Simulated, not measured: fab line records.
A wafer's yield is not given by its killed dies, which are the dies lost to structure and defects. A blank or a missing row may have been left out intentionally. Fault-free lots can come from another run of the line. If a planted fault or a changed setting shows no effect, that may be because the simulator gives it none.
The same fault as seen by 3 desks -- flow nand-harc -- every desk sees just its own numbers, and what lay behind them comes last

## THE DEFECT DESK
What the inspections along the route counted, lot by lot: means of the sampled wafers that have a number. If a lot's mean is further than 4 standard deviations from the usual mean, the lot is out of limits and carries the mark OUT (the distance appears in the brackets).
Columns: A = raw-defect-count at NHARC_A_SLIT_INSPECT_11, usual 20
lot,first seen here,A
L976,day 14 04:58,9
L978,day 14 14:43,27
L980,day 15 09:52,35
L982,day 15 18:32,32
L981,day 15 19:44,12
L984,day 16 07:02,34
L985,day 16 07:11,12
L983,day 16 08:52,28
L986,day 16 16:57,15
L987,day 17 11:01,38
L988,day 17 11:22,10
L990,day 18 11:31,30
L991,day 18 11:40,15
L992,day 18 13:19,32
Result from this desk: across the 14 lots, nothing is out of limits.

## THE METROLOGY DESK
Means of the sampled wafers that have a number, per lot and without regard to the tool the lot ran on: this is what the gauges read. If a lot's mean is further than 4 standard deviations from the usual mean, the lot is out of limits and carries the mark OUT (the distance appears in the brackets).
Columns: A = cd-nm at NHARC_A_SLIT_CD_MEAS_09, usual 300.1 nm
lot,first seen here,A
L976,day 14 04:50,300.7
L978,day 14 14:35,300.8
L980,day 15 09:45,299.6
L982,day 15 18:25,300.0
L981,day 15 19:37,300.1
L984,day 16 06:55,300.5
L985,day 16 07:04,300.8
L983,day 16 08:44,299.8
L986,day 16 16:50,299.0
L987,day 17 10:53,299.6
L988,day 17 11:15,299.9
L990,day 18 11:23,299.8
L991,day 18 11:32,300.3
L992,day 18 13:12,299.4
Result from this desk: across the 14 lots, nothing is out of limits.

## FOR THE TOOL OWNER'S DESK: litho-track-01
At NHARC_A_SLIT_SOFTBAKE_04 (time 55 s), the tool's own readings, given per lot that ran on this tool as the mean of the sampled wafers with a number. If a lot's mean is further than 4 standard deviations from the usual mean, the lot is out of limits and carries the mark OUT (the distance appears in the brackets).
Columns: A = heater-power-total-W at NHARC_A_SLIT_SOFTBAKE_04, usual 188.44 W
lot,first seen here,A
L976,day 14 04:00,188.42
L982,day 15 18:00,188.57
L985,day 16 06:00,188.42
L983,day 16 08:00,188.45
L988,day 17 10:00,188.52
L990,day 18 10:00,163.97 (-99 or more) OUT
L992,day 18 12:00,164.09 (-99 or more) OUT
This desk's finding: out of limits on L990, L992; first on L990, day 18 10:00 (heater-power-total-W at NHARC_A_SLIT_SOFTBAKE_04). L976, L982, L985, L983, L988 stayed within limits.

## TAKEN TOGETHER
The tool owner's desk could have raised an alarm at day 18 10:00, on L990, L992.
Nothing the defect desk looked at was out of limits.
The metrology desk saw nothing out of limits.
The defect desk has L990, L992 on record, within its limits.
The metrology desk holds a record of L990, L992, inside its limits.
The lots listed all ran NHARC_A_SLIT_SOFTBAKE_04 on litho-track-01.

## WHAT THE SIMULATOR HAD INSERTED
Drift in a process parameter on litho-track-01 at NHARC_A_SLIT_SOFTBAKE_04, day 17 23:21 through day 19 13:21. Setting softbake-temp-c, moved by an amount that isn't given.
Shown lots that were struck: L990, L992.
How many hours passed from the start of the fault until each desk's first out-of-limits reading: the tool owner's desk, 11.
